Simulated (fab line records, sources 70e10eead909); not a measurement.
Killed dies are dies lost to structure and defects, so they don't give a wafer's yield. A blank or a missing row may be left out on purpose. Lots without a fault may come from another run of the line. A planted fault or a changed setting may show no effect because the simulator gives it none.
Which tool did it? | flow nand_harc | 13 lots, 39 wafers sampled, at 4 steps of a route of 1159

WHAT THE GAUGES READ, wafer by wafer
NHARC_A_SLIT_OVL_MEAS_10. Usual: overlay_x_nm 0.1 nm, standard deviation 0.74; overlay_y_nm -0.1 nm, standard deviation 0.72.
lot  | measured     | on         | overlay_x_nm (nm) | overlay_y_nm (nm) | flag
L352 | day 14 00:02 | overlay-02 | 0.4 0.7 1.1       | 0.2 0.6 0.0       |
L354 | day 14 13:29 | overlay-02 | -0.3 -0.6 -0.4    | -0.2 -0.1 -1.1    |
L357 | day 14 23:11 | overlay-02 | 0.0 0.1 0.2       | -0.2 0.0 -0.6     |
L353 | day 14 23:20 | overlay-02 | -0.8 -0.1 -0.2    | 0.7 0.5 0.7       |
L355 | day 14 23:30 | overlay-01 | 0.6 0.1 0.9       | -0.2 -0.4 -0.6    |
L356 | day 15 01:07 | overlay-02 | -1.1 -0.5 -0.5    | -1.4 -1.8 -1.6    |
L359 | day 15 08:34 | overlay-01 | -0.9 -1.2 -0.7    | 0.2 0.3 1.3       |
L361 | day 16 16:43 | overlay-01 | -0.7 -0.5 -1.0    | 1.6 1.7 1.8       |
L364 | day 17 10:37 | overlay-01 | 1.8 1.7 1.5       | 0.6 0.5 -0.1      |
L365 | day 17 21:50 | overlay-02 | 1.5 1.4 1.5       | 0.8 0.5 0.2       |
L371 | day 18 09:33 | overlay-02 | -0.8 -1.3 -0.5    | 0.2 0.4 0.5       |
L374 | day 19 07:11 | overlay-01 | 0.4 -0.3 0.0      | 0.2 0.7 0.3       |
L375 | day 19 18:38 | overlay-01 | -0.2 0.0 0.5      | -0.8 -0.5 0.1     |

NHARC_A_WL_FILL_INSPECT_15. Usual: raw_defect_count 400, standard deviation 140.
lot  | measured     | on                | raw_defect_count | flag
L352 | day 16 07:40 | defect_inspect-01 | 369 257 223      |
L354 | day 16 07:59 | defect_inspect-02 | 280 325 316      |
L357 | day 16 18:24 | defect_inspect-02 | 241 266 369      |
L353 | day 16 18:16 | defect_inspect-01 | 707 435 537      |
L355 | day 17 06:31 | defect_inspect-02 | 276 269 308      |
L356 | day 17 12:55 | defect_inspect-01 | 298 421 412      |
L359 | day 17 12:11 | defect_inspect-02 | 281 254 312      |
L361 | day 18 15:01 | defect_inspect-02 | 263 351 238      |
L364 | day 19 07:01 | defect_inspect-01 | 682 850 768      |
L365 | day 19 16:17 | defect_inspect-01 | 410 417 408      |
L371 | day 20 00:50 | defect_inspect-01 | 455 383 539      |
L374 | day 21 04:56 | defect_inspect-01 | 340 367 484      |
L375 | day 21 15:47 | defect_inspect-02 | 431 293 418      |

WHICH TOOL RAN EACH LOT (tool, then ch and the chambers of the sampled wafers, then the start)
lot  | NHARC_A_SLIT_ETCH_26             | NHARC_A_WL_FILL_ETCHBACK_16
L352 | har_etch-02 ch 0,1, day 14 09:52 | rie_diel-10 ch 1,2,3, day 15 13:25
L354 | har_etch-01 ch 0,1, day 14 18:25 | rie_diel-12 ch 0,1,3, day 15 20:01
L357 | har_etch-01 ch 0,1, day 15 01:32 | rie_diel-10 ch 1,2,3, day 16 06:49
L353 | har_etch-02 ch 0,1, day 15 01:43 | rie_diel-06 ch 2,3, day 16 06:48
L355 | har_etch-01 ch 0,1, day 15 03:16 | rie_diel-12 ch 0,2,3, day 16 09:53
L356 | har_etch-02 ch 0,1, day 15 03:29 | rie_diel-10 ch 0,2,3, day 16 22:10
L359 | har_etch-02 ch 0,1, day 15 10:56 | rie_diel-10 ch 1,2,3, day 16 15:11
L361 | har_etch-01 ch 0,1, day 16 19:05 | rie_diel-06 ch 1,2, day 18 03:32
L364 | har_etch-01 ch 0,1, day 17 15:48 | rie_diel-12 ch 2,3, day 18 15:09
L365 | har_etch-01 ch 0,1, day 18 02:43 | rie_diel-10 ch 0,3, day 19 04:59
L371 | har_etch-02 ch 0,1, day 18 11:58 | rie_diel-06 ch 0,2,3, day 19 10:04
L374 | har_etch-02 ch 0,1, day 19 09:32 | rie_diel-12 ch 0,2,3, day 20 13:14
L375 | har_etch-02 ch 0,1, day 19 23:04 | rie_diel-12 ch 0,1,3, day 20 21:38
- NHARC_A_SLIT_ETCH_26: etches the open film in C4F8/O2/Ar, time 90 s, target depth 400 nm.
- NHARC_A_WL_FILL_ETCHBACK_16: etches the open film in C4F8/O2/Ar, target depth 88 nm, time 17.6 s.

WHAT THE TOOLS THEMSELVES READ (means of the sampled wafers that have a number; where no wafer has one, the mark that the record gives instead)
NHARC_A_SLIT_ETCH_26. Usual: drypump_motor_current_A 6.08 A, standard deviation 0.27; o2_flow_sccm 83.29 sccm, standard deviation 0.27; showerhead_plenum_p_Torr 3.71 Torr, standard deviation 0.085; throttle_valve_pct 27.620 %, standard deviation 0.0083.
lot  | tool        | drypump_motor_current_A (A) | o2_flow_sccm (sccm) | showerhead_plenum_p_Torr (Torr) | throttle_valve_pct (%) | flag
L352 | har_etch-02 | 5.82                        | 83.43               | 3.66                            | 27.623                 |
L354 | har_etch-01 | 6.34                        | 83.11               | 3.77                            | 27.613                 |
L357 | har_etch-01 | 6.35                        | 83.41               | 3.77                            | 27.623                 |
L353 | har_etch-02 | 5.88                        | 83.07               | 3.63                            | 27.632                 |
L355 | har_etch-01 | 6.33                        | 83.28               | 3.77                            | 27.626                 |
L356 | har_etch-02 | 5.87                        | 83.38               | 3.63                            | 27.617                 |
L359 | har_etch-02 | 5.82                        | 83.34               | 3.65                            | 27.619                 |
L361 | har_etch-01 | 6.32                        | 82.84               | 3.76                            | 27.621                 |
L364 | har_etch-01 | 6.17                        | 83.10               | 3.79                            | 27.621                 |
L365 | har_etch-01 | 6.19                        | 83.50               | 3.78                            | 27.618                 |
L371 | har_etch-02 | 5.87                        | 83.34               | 3.60                            | 27.620                 |
L374 | har_etch-02 | 5.86                        | 83.51               | 3.60                            | 27.625                 |
L375 | har_etch-02 | 5.84                        | 83.34               | 3.62                            | 27.630                 |

NHARC_A_WL_FILL_ETCHBACK_16. Usual: oes_product_au 0.989 a.u., standard deviation 0.029; rf_vpp_V 724 V, standard deviation 4.2.
lot  | tool        | oes_product_au (a.u.) | rf_vpp_V (V) | flag
L352 | rie_diel-10 | 0.921                 | 721          |
L354 | rie_diel-12 | 1.012                 | 726          |
L357 | rie_diel-10 | 0.995                 | 722          |
L353 | rie_diel-06 | 1.014                 | 726          |
L355 | rie_diel-12 | 0.983                 | 727          |
L356 | rie_diel-10 | 1.004                 | 722          |
L359 | rie_diel-10 | 1.009                 | 720          |
L361 | rie_diel-06 | 1.011                 | 726          |
L364 | rie_diel-12 | 1.010                 | 727          |
L365 | rie_diel-10 | 0.720                 | 725          | OFF
L371 | rie_diel-06 | 1.008                 | 726          |
L374 | rie_diel-12 | 0.924                 | 727          |
L375 | rie_diel-12 | 1.001                 | 727          |

THE ANSWER, worked out from the rows above alone
Rule: a lot is off if the mean of its wafers that have a number lies more than 3 standard deviations from the usual mean. A lot without any number at a reading at which 4 lots or more have one is off too. The other lots that the step has rows for count as sound. The gauges are gone through in route order, then the tools' own readings, and for those a lot's mean is taken as printed above. The first step at which some lot is off is used, and at that step the reading that is off furthest; a lot without a number counts as furthest.
Off: L365, at NHARC_A_WL_FILL_ETCHBACK_16 (oes_product_au).
A tool fits if, at that step or a process step before it, it ran every lot that is off, and no sound lot after the first of them. Can't be told from this: 2 tools fit, har_etch-01 at NHARC_A_SLIT_ETCH_26, rie_diel-10 at NHARC_A_WL_FILL_ETCHBACK_16.

WHAT THE SIMULATOR HAD PUT IN
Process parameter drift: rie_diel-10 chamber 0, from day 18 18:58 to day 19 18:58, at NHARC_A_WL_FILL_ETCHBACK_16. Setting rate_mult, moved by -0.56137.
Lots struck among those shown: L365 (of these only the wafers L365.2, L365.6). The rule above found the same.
